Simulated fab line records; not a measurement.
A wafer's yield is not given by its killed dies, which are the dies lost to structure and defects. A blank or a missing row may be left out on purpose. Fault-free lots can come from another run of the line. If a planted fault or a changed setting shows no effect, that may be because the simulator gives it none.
Split-lot experiment	flow n5_finfet	39 wafers read from 7 lots, route of 1938 steps

== THE SPLIT ==
At N5_FIN_CUT_ETCH_21 (etches SOC in N2/H2, target depth 219 nm, overetch 43.8 nm, time 523.5 s), the setting bias_w was moved away from the recipe's 61 W on 15 of the 39 wafers read, by -15.9% to +18.6%. This setting was run at the recipe's value on the other wafers.

The reading comes from the split's own step.

== THE READING ==
rf_vpp_V, in V, at N5_FIN_CUT_ETCH_21 (etches SOC in N2/H2, target depth 219 nm, overetch 43.8 nm, time 523.5 s). On this fab line, fault-free wafers typically give 241.3 V with a standard deviation of 1.2 V.

wafer	tool, chamber at the split	bias_w as run, W	against the recipe	rf_vpp_V, V	against lot-mates on the recipe
L076.1	rie_diel-04, 2	61	recipe	239.1	-
L076.2	rie_diel-04, 0	61	recipe	242.3	-
L076.3	rie_diel-04, 3	51.85	-15.0%	217.7	-23.3
L076.4	rie_diel-04, 1	51.85	-15.0%	217.2	-23.8
L076.5	rie_diel-04, 0	51.85	-15.0%	218.7	-22.3
L076.6	rie_diel-04, 1	61	recipe	241.7	-
L080.1	rie_diel-01, 0	61	recipe	242.0	-
L080.2	rie_diel-01, 2	72.34	+18.6%	268.3	+27.8
L080.3	rie_diel-01, 1	61	recipe	239.4	-
L080.4	rie_diel-01, 3	72.34	+18.6%	268.1	+27.6
L080.5	rie_diel-01, 0	61	recipe	240.0	-
L080.6	rie_diel-01, 3	72.34	+18.6%	269.9	+29.4
L081.1	rie_diel-05, 3	51.28	-15.9%	217.0	-23.9
L081.2	rie_diel-05, 1	61	recipe	240.1	-
L081.3	rie_diel-05, 0	51.28	-15.9%	216.1	-24.8
L081.4	rie_diel-05, 2	61	recipe	241.8	-
L081.5	rie_diel-05, 1	51.28	-15.9%	213.9	-27.0
L081.6	rie_diel-05, 2	61	recipe	240.9	-
L083.1	rie_diel-01, 0	61	recipe	242.8	-
L083.2	rie_diel-01, 1	61	recipe	242.2	-
L083.3	rie_diel-01, 3	61	recipe	240.3	-
L083.4	rie_diel-01, 2	61	recipe	240.2	-
L083.5	rie_diel-01, 2	61	recipe	240.6	-
L083.6	rie_diel-01, 1	61	recipe	242.6	-
L084.1	rie_diel-01, 3	61	recipe	241.7	-
L084.2	rie_diel-01, 2	51.54	-15.5%	216.5	-25.2
L084.3	rie_diel-01, 0	51.54	-15.5%	217.8	-23.9
L084.4	rie_diel-01, 1	61	recipe	241.4	-
L084.5	rie_diel-01, 3	51.54	-15.5%	217.1	-24.6
L084.6	rie_diel-01, 0	61	recipe	241.9	-
L086.3	rie_diel-01, 2	61	recipe	240.8	-
L086.4	rie_diel-01, 3	61	recipe	243.4	-
L086.5	rie_diel-01, 3	61	recipe	240.8	-
L087.1	rie_diel-01, 1	66.27	+8.6%	253.4	+12.1
L087.2	rie_diel-01, 0	66.27	+8.6%	256.3	+15.0
L087.3	rie_diel-01, 3	61	recipe	241.3	-
L087.4	rie_diel-01, 0	66.27	+8.6%	257.1	+15.8
L087.5	rie_diel-01, 1	61	recipe	241.9	-
L087.6	rie_diel-01, 3	61	recipe	240.7	-

FIT RESULTS
A straight line over all 39 wafers: rf_vpp_V changes by +1.55 V for each +1% of bias_w; r = +1.00; the points scatter about the line by 1.2 V.
The same after taking each lot's own level away (the mean of its wafers on the recipe; 39 wafers): +1.56 V for each +1%; r = +1.00; scatter 1.1 V.
The reading moves by 29 V for the largest change in bias_w, on that fit.
Measured against the standard deviation above, the lots' own levels, which go from 240.47 to 241.67 V, span 1.0 times it.
The two slopes agree, so the slope changes little with the lot-to-lot level.
Check: for one of the wafers moved furthest among these (+18.6%), held out of the fit, the line's prediction against its lot-mates is +29.2 V. It came out at +27.8 V against them.
Tool readings at the split's step, against how far the setting was moved: rf_vpp_V r = +1.00.

== FURTHER SPLITS ON THESE WAFERS ==
Before the reading, these wafers also passed through other splits. Each is held against what the fit with the lots' levels taken away leaves over:
other split on the same wafers	wafers away from the commonest value	r with rf_vpp_V (lot level and that fit taken away)
N5_FIN_SAQP_HM_DEP_72 time_s	18	+0.16

== FILE'S OWN FIT ==
rf_vpp_V changes by +1.56 V for each +1% of bias_w, r = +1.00.
